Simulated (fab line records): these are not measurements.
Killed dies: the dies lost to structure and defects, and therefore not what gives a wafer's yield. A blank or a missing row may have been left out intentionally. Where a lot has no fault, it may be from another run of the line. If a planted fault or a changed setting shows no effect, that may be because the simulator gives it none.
Chamber matching    flow nand-harc    3 sister chambers for NHARC_P_M0_DEP_32 on pecvd-01
The step deposits SiCN, target thk 30 nm. 20 wafers are shown with their chamber, then 10 later ones without.

WAFERS, EACH WITH ITS CHAMBER
wafer   chamber  showerhead-vpp-V (V)  heater-power-outer-w (W)  heater-power-w (W)
L077.3  1        1362                  305                       564
L077.4  1        1362                  301                       577
L077.5  2        1346                  346                       578
L078.2  0        1216                  394                       632
L078.3  2        1337                  406                       644
L078.5  1        1339                  287                       548
L080.2  0        1237                  396                       650
L080.4  1        1367                  284                       559
L080.6  0        1258                  392                       623
L081.1  0        1216                  343                       596
L081.2  1        1360                  288                       546
L081.3  2        1333                  382                       615
L083.3  0        1222                  377                       644
L083.4  1        1332                  241                       477
L083.5  0        1243                  399                       647
L084.2  2        1330                  402                       628
L084.5  2        1322                  411                       632
L084.6  1        1355                  298                       567
L086.1  0        1241                  389                       609
L086.2  2        1311                  382                       609

SIGNATURES, as means of the wafers listed above
reading               chamber 0  chamber 1  chamber 2  scatter within a chamber
showerhead-vpp-V      1233.29    1353.86    1329.83    13.9
heater-power-outer-w  384.29     286.29     388.17     21.6
heater-power-w        628.71     548.29     617.67     26.4
Rule: a wafer lies at a distance from a chamber equal to the root of the sum of squares, over the readings, of (its reading less the chamber's mean, divided by the reading's scatter). If the next closest chamber is less than 2 further off than the closest, the wafer can't be placed; otherwise it belongs to the closest. The scatter is the square root of a quotient: the sum, over the shown wafers, of each reading's squared deviation from its chamber's mean, divided by wafers minus chambers.

WAFERS MISSING THEIR CHAMBER
wafer   showerhead-vpp-V (V)  heater-power-outer-w (W)  heater-power-w (W)
L086.5  1347                  376                       613
L088.2  1350                  354                       558
L088.5  1338                  291                       558
L088.6  1225                  379                       636
L090.1  1212                  369                       591
L090.4  1221                  360                       583
L090.5  1341                  371                       586
L096.3  1374                  338                       628
L096.5  1236                  326                       557
L096.6  1349                  380                       599

WHICH CHAMBER EACH WENT THROUGH
wafer   from the rows above      in truth
L086.5  2                        2
L088.2  can't be placed: 2 or 1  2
L088.5  1                        1
L088.6  0                        0
L090.1  0                        0
L090.4  0                        0
L090.5  2                        2
L096.3  can't be placed: 2 or 1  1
L096.5  0                        0
L096.6  2                        2
8 of 10 placed correctly. Not placeable from these rows: 2 (in 2, the candidates include the true chamber). 0 placed wrongly.
